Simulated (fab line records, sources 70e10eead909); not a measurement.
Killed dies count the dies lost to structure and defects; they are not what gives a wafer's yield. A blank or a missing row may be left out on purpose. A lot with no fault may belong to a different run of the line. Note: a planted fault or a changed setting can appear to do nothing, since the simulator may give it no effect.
What tool caused it?    flow nandHarc    6 lots, 18 wafers sampled, at 4 steps of a route of 1159

== WHAT THE GAUGES SHOWED, per wafer ==
NHARC_A_ONON_D1_THK_MEAS_05: measures by ellipsometry.
lot   measured      on            thkNm (nm)
L337  day 8 04:34   filmMetro-02  986 985 987
L339  day 8 04:32   filmMetro-02  1006 1006 1004
L343  day 9 05:02   filmMetro-02  1003 1005 1003
L350  day 10 18:18  filmMetro-02  403 402 402
L356  day 12 14:27  filmMetro-02  997 997 996
L358  day 12 20:54  filmMetro-01  995 996 997

== WHAT TOOL EACH LOT RAN ON (gives the tool, then ch and the chambers of the sampled wafers, and finally the start) ==
lot   NHARC_A_ZERO_WELL_DESCUM_12        NHARC_A_ZERO_WELL_RTA_16         NHARC_A_ONON_D1_DEP_03
L337  rieDiel-11 ch 0,1,3, day 7 05:07   rtpAnneal-01 ch 0, day 7 06:18   pecvdOnon-01 ch 0, day 8 04:13
L339  rieDiel-10 ch 0,2, day 7 06:47     rtpAnneal-02 ch 0, day 7 07:54   pecvdOnon-02 ch 0, day 8 04:01
L343  rieDiel-11 ch 0,1,2, day 8 05:40   rtpAnneal-02 ch 0, day 8 06:47   pecvdOnon-02 ch 0, day 9 04:32
L350  rieDiel-11 ch 0,2, day 9 19:25     rtpAnneal-01 ch 0, day 9 20:34   pecvdOnon-02 ch 0, day 10 17:47
L356  rieDiel-11 ch 0,1,3, day 11 13:43  rtpAnneal-02 ch 0, day 11 14:57  pecvdOnon-03 ch 0, day 12 14:04
L358  rieDiel-10 ch 0,2,3, day 12 00:09  rtpAnneal-02 ch 0, day 12 01:17  pecvdOnon-01 ch 0, day 12 20:23
- NHARC_A_ZERO_WELL_DESCUM_12: chemistry O2, time 3 s.
- NHARC_A_ZERO_WELL_RTA_16: time 10 s.
- NHARC_A_ONON_D1_DEP_03: target thk 1000 nm.

== THE ANSWER, worked out from the rows above alone ==
Rule: what is usual is taken from the lots themselves. The widest of any qualifying gaps counts: lots, ordered by their means at a reading, are off when they make up no more than a third of the lots, leave a main group of 4 or more, and stand apart from it by 3 or more times the standard deviation of that group's means. Not used: any main group whose means are identical at the precision the tables above print for the reading. A lot without any number at a reading at which 4 lots or more have one is off too. The other lots that the step has rows for count as sound.
Off, at NHARC_A_ONON_D1_THK_MEAS_05 on thkNm: L350. Main group: mean 998 nm, sd 6.8.
A tool fits if, at a process step before that reading, it ran every lot that is off, and no sound lot after the first of them. Those tools and the gauges at NHARC_A_ONON_D1_THK_MEAS_05 are tried in the same way. Undecided on this evidence; 2 tools fit (rtpAnneal-01 at NHARC_A_ZERO_WELL_RTA_16, pecvdOnon-02 at NHARC_A_ONON_D1_DEP_03).

== WHAT WAS PUT IN BY THE SIMULATOR ==
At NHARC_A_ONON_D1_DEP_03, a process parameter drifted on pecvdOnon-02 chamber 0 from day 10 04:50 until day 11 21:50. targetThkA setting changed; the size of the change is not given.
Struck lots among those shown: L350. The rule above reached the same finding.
